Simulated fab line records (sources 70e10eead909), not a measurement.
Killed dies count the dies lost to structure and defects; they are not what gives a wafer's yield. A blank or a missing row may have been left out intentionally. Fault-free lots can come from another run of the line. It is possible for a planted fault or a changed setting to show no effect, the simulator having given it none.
A lot that was struck, set against a sound lot | flow nand_harc | 26 out of 1159 route steps
Sound: wafers L276.1, L276.4, L276.6. Struck: wafers L273.2, L273.6. At the end, the cause is stated.
Per side, at each step with rows, come the tool, then ch with its chambers, and then its first start. Under that, the readings that differ: sound wafers | struck wafers | difference of the means | sigmas: that difference in standard deviations of wafers without a fault.
alike: readings with means less than 2 such deviations apart, plus words and numbers identical on both sides. not compared: withheld readings, readings lacking a value on some wafer, bounds such as >300 that could conceal the same value, and numbers that have no deviation in the record and whose values overlap.
The two part at a step that has a row with sigmas, a row that says differs or no value, or rows on one side only. When numbers do not overlap yet have no deviation, they are printed without sigmas and do not part them. A reading missing from all wafers of one side parts the sides only when that side holds two or more wafers.

first, 6 steps without rows for these wafers: NHARC_A_SLIT_COAT_03 (resist thk 90 nm); NHARC_A_SLIT_SOFTBAKE_04 (time 55 s); NHARC_A_SLIT_EBR_05; NHARC_A_SLIT_EXPOSE_06 (exposes mask SLIT); NHARC_A_SLIT_PEB_07 (peb time 65 s); NHARC_A_SLIT_DEVELOP_08 (develop time 35 s).
NHARC_A_SLIT_CD_MEAS_09: the cd target is 300 nm.
  sound on cd_sem-03 ch 0, day 17 10:41; struck on cd_sem-03 ch 0, day 16 09:01
  alike: cd_nm
NHARC_A_SLIT_OVL_MEAS_10:
  sound: overlay-02 at day 17 10:47; struck: overlay-01 at day 16 09:05
  alike: overlay_x_nm, overlay_y_nm
NHARC_A_SLIT_INSPECT_11:
  sound: defect_inspect-01 at day 17 10:49; struck: defect_inspect-02 at day 16 09:08
  alike: raw_defect_count
NHARC_A_SLIT_DESCUM_14: chemistry O2, time 3 s.
  sound on rie_diel-09 ch 1,2, day 17 10:52; struck on rie_diel-13 ch 0,2, day 16 09:13
  reading      | sound          | struck    | difference | sigmas
  rf_vpp_V (V) | 57.6 56.3 57.4 | 59.6 58.2 | +1.8       | +2
  alike: drypump_motor_current_A, mfc_ar_sccm, oes_product_au, showerhead_plenum_p_Torr, throttle_valve_pct
  not compared: rf_hours_counter_h
NHARC_A_SLIT_ETCH_24: etches the open film in CF4/CHF3, target depth 121 nm, time 60.5 s.
  sound on rie_diel-09 ch 0,2, day 17 10:58; struck on rie_diel-13 ch 0,2, day 16 09:17
  alike: drypump_motor_current_A, mfc_ar_sccm, oes_product_au, rf_vpp_V, showerhead_plenum_p_Torr, throttle_valve_pct
  not compared: rf_hours_counter_h
then, 1 step without rows for these wafers: NHARC_A_SLIT_ETCH_15 (etches the open film in O2/COS, target depth 3200 nm, time 832 s).
NHARC_A_SLIT_ETCH_17: etches the open film in C4F8/O2/Ar, time 1687.5 s, target depth 10100 nm.
  sound on har_etch-01 ch 0,1, day 17 19:17; struck on har_etch-02 ch 1, day 16 12:35
  reading                      | sound             | struck      | difference | sigmas
  drypump_motor_current_A (A)  | 5.7 5.2 5.2       | 6.2 6.2     | +0.8       | +2
  he_backside_leak_sccm (sccm) | 5.2 5.3 5.2       | 6.5 6.3     | +1.2       | +2
  mfc_ar_sccm (sccm)           | 377.5 376.8 375.1 | 374.6 373.5 | -2.4       | -2
  alike: showerhead_plenum_p_Torr, throttle_valve_pct
  not compared: rf_hours_counter_h
then, 2 steps without rows for these wafers: NHARC_A_SLIT_ETCH_26 (etches the open film in C4F8/O2/Ar, time 90 s, target depth 400 nm); NHARC_A_SLIT_STRIP_28 (strips in O2/COS).
NHARC_A_SLIT_ETCH_29: etches the open film in CF4/O2, target depth 100 nm, overetch 10 nm, time 55 s.
  sound on rie_diel-13 ch 0,2,3, day 17 21:24; struck on rie_diel-09 ch 0,1, day 16 14:43
  alike: drypump_motor_current_A, mfc_ar_sccm, oes_product_au, rf_vpp_V, showerhead_plenum_p_Torr, throttle_valve_pct
  not compared: rf_hours_counter_h
NHARC_A_SLIT_STRIP_18: strips in O2.
  sound on rie_diel-13 ch 2,3; struck on rie_diel-09 ch 0,2
  alike: drypump_motor_current_A, mfc_ar_sccm, oes_product_au, rf_vpp_V, showerhead_plenum_p_Torr, throttle_valve_pct
  not compared: rf_hours_counter_h
then, 2 steps without rows for these wafers: NHARC_A_SLIT_PRECLEAN_19 (cleans in SC1); NHARC_A_SLIT_SRD_20.
NHARC_A_SLIT_CD_MEAS_21:
  sound: cd_sem-01 at day 17 21:56; struck: cd_sem-01 at day 16 15:16
  reading    | sound             | struck      | difference | sigmas
  cd_nm (nm) | 288.2 288.5 288.8 | 290.3 290.1 | +1.7       | +2
then, 3 steps without rows for these wafers: NHARC_A_SIN_REMOVE_WET_00 (chemistry H3PO4, time 15300 s); NHARC_A_SIN_REMOVE_PRECLEAN_01 (cleans in SC1); NHARC_A_SIN_REMOVE_SRD_02.
NHARC_A_SIN_REMOVE_INSPECT_04:
  sound: defect_inspect-01 at day 18 05:31; struck: defect_inspect-01 at day 16 23:06
  reading          | sound       | struck    | difference | sigmas
  raw_defect_count | 191 271 252 | 1399 1331 | +1127      | +13
  not compared: hold
NHARC_A_WL_FILL_ALD_00: deposits Al2O3, target thk 3 nm, pulse time 3 s, ald cycles 30.
  sound on ald_hk-02 ch 2,3, day 18 05:37; struck on ald_hk-02 ch 1,3, day 17 01:34
  reading | sound | struck                                            | difference                   | sigmas
  hold    | - - - | await_dispo/2.2h/release await_dispo/2.2h/release | no value on the sound wafers |
  alike: heater_power_w, precursor_pulse_height_rel
  not compared: since_wet_clean_h
-- jump in the record: it breaks off in module A_WL_FILL and resumes in module END (first step shown: number 1159 of the route), and 5 days separate the struck wafers' starts before and after --
NHARC_END_SORT_01:
  sound on prober-02 ch 0, day 22 13:08; struck on prober-02 ch 0, day 21 18:27
  reading         | sound    | struck | difference | sigmas
  killed_at_array | 13 19 15 | 61 63  | +46        | +6
  killed_dies     | 20 25 23 | 62 67  | +42        | +5
  killed_open     | 4 4 8    | 2 1    | -4         | -2
  alike: killed_at_other, killed_at_periphery, killed_short

## WHERE THEY PART
Last at NHARC_END_SORT_01 as far as this record goes, first at NHARC_A_SLIT_DESCUM_14.

WHY: what had been put in by the simulator
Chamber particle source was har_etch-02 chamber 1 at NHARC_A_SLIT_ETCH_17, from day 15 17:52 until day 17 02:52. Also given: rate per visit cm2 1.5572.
